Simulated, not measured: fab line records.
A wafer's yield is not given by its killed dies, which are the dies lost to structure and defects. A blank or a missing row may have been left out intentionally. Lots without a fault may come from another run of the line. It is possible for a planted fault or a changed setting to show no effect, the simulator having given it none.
Matching of chambers -- flow n5-finfet -- rie-diel-06 running N5_STI_FIN_REVEAL_ETCHBACK_08: 4 sister chambers
The step etches SiO2 in C4F6/O2, target depth 30.5 nm, time 10.167 s. 14 wafers are shown with their chamber, then 7 later ones without.

## WAFERS, EACH WITH ITS CHAMBER
wafer,chamber,rf-vpp-V (V),showerhead-plenum-p-Torr (Torr),throttle-valve-pct (%)
L075.2,0,661,2.69,21.39
L075.3,1,667,2.75,21.07
L075.4,0,662,2.69,21.37
L077.2,3,681,3.00,21.00
L077.4,3,682,3.00,21.00
L077.5,0,661,2.69,21.41
L080.1,1,667,2.75,21.09
L080.5,3,682,3.00,21.01
L080.6,1,666,2.75,21.10
L084.1,3,680,3.00,21.05
L084.2,0,675,3.02,21.07
L084.4,2,672,3.03,21.23
L090.3,3,679,2.99,21.05
L090.5,0,673,3.02,21.07

SIGNATURES, as means of the wafers listed above
reading,chamber 0,chamber 1,chamber 2,chamber 3,scatter within a chamber
rf-vpp-V,666.40,666.67,672.00,680.80,4.5
showerhead-plenum-p-Torr,2.8220,2.7500,3.0300,2.9980,0.114
throttle-valve-pct,21.2620,21.0867,21.2300,21.0220,0.113
Rule: a wafer lies at a distance from a chamber equal to the root of the sum of squares, over the readings, of (its reading less the chamber's mean, divided by the reading's scatter). The wafer belongs to the nearest chamber; if the next one is less than 2 further off, it can't be placed. The scatter: the root of (the sum of the squares of (reading less its chamber's mean) over the shown wafers, divided by (wafers less chambers)).

## WAFERS WITHOUT THEIR CHAMBER
wafer,rf-vpp-V (V),showerhead-plenum-p-Torr (Torr),throttle-valve-pct (%)
L090.6,665,2.74,21.12
L094.1,669,3.02,21.24
L094.2,666,2.74,21.13
L094.6,672,3.02,21.25
L097.1,670,3.02,21.26
L097.3,664,2.73,21.14
L097.5,680,2.99,21.06

## WHICH CHAMBER EACH ONE RAN IN
wafer,from the rows above,in truth
L090.6,can't be placed: 1 or 0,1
L094.1,can't be placed: 2 or 0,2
L094.2,can't be placed: 1 or 0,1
L094.6,can't be placed: 2 or 0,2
L097.1,can't be placed: 2 or 0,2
L097.3,can't be placed: 1 or 0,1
L097.5,can't be placed: 3 or 2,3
Correct placement for 0 of the 7. Can't be placed from these rows: 7 (the true chamber is among the candidates in 7). Placed wrongly: 0.
